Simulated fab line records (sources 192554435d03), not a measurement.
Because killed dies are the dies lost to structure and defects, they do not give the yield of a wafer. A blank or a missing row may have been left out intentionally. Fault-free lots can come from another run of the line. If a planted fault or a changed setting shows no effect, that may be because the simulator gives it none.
What tool caused it? ; flow n5_finfet ; at 1 step of a route of 1938, 24 lots with 72 wafers sampled

WHAT THE GAUGES SHOWED, per wafer
N5_HKMG_FIN_OVL_MEAS_50. Usual: NDIPOLE_OVL -0.3 nm, standard deviation 0.74.
lot;measured;on;NDIPOLE_OVL (nm);flag
L074;day 3 22:00;overlay-02;0.3 0.3 -0.1;
L075;day 4 06:02;overlay-02;1.4 0.3 -1.1;
L076;day 4 12:51;overlay-01;-0.1 1.0 0.4;
L077;day 4 18:50;overlay-01;-0.5 -0.5 -1.8;
L078;day 5 05:19;overlay-02;-0.5 0.3 -0.7;
L079;day 5 11:47;overlay-01;-0.9 0.5 -0.1;
L080;day 5 13:01;overlay-01;-0.3 -1.1 -1.1;
L081;day 5 18:03;overlay-01;0.1 -0.1 0.2;
L082;day 5 23:46;overlay-02;-0.9 0.1 -1.8;
L083;day 6 06:35;overlay-02;-0.4 0.7 0.2;
L084;day 6 11:56;overlay-01;-0.4 1.0 0.1;
L085;day 6 17:21;overlay-01;-1.3 -1.6 -0.3;
L086;day 7 00:19;overlay-01;-0.3 -0.8 -0.3;
L087;day 7 09:26;overlay-02;-1.8 -0.7 -0.6;
L088;day 7 12:52;overlay-01;-0.2 -0.1 0.7;
L089;day 7 17:37;overlay-01;-0.2 -0.8 -0.8;
L090;day 7 23:23;overlay-02;-1.1 -0.4 -1.1;
L091;day 8 04:24;overlay-02;0.5 -0.1 -1.4;
L092;day 8 09:56;overlay-02;-0.7 0.5 -0.1;
L093;day 8 17:16;overlay-02;-0.1 0.2 0.8;
L094;day 8 22:40;overlay-01;-0.1 0.3 -0.1;
L095;day 9 09:24;overlay-02;-0.3 0.2 -0.3;
L096;day 9 12:11;overlay-01;-0.6 -1.9 -0.4;
L097;day 9 19:56;overlay-02;-1.1 -0.5 -0.6;

WHICH TOOL RAN EACH LOT (tool, then ch and the chambers of the sampled wafers, then the start)
No process step before these readings appears in the record.

WHAT THE TOOLS THEMSELVES READ (means of the sampled wafers that have a number; where no wafer has one, the mark that the record gives instead)
The record holds no such reading with a usual standard deviation.

THE ANSWER, worked out from the rows above alone
Rule: take the mean of a lot's wafers that have a number; if it is more than 3 standard deviations from the usual mean, the lot is off. A lot without any number at a reading at which 4 lots or more have one is off too. Where the step has rows for the other lots, those lots are counted as sound. First the gauges in route order, then the tools' own readings, where a lot's mean is used as printed above. The first step at which some lot is off is used, and at that step the reading that is off furthest; a lot without a number counts as furthest.
None of the lots is off at any reading shown; this tells nothing.

WHAT WAS PUT IN BY THE SIMULATOR
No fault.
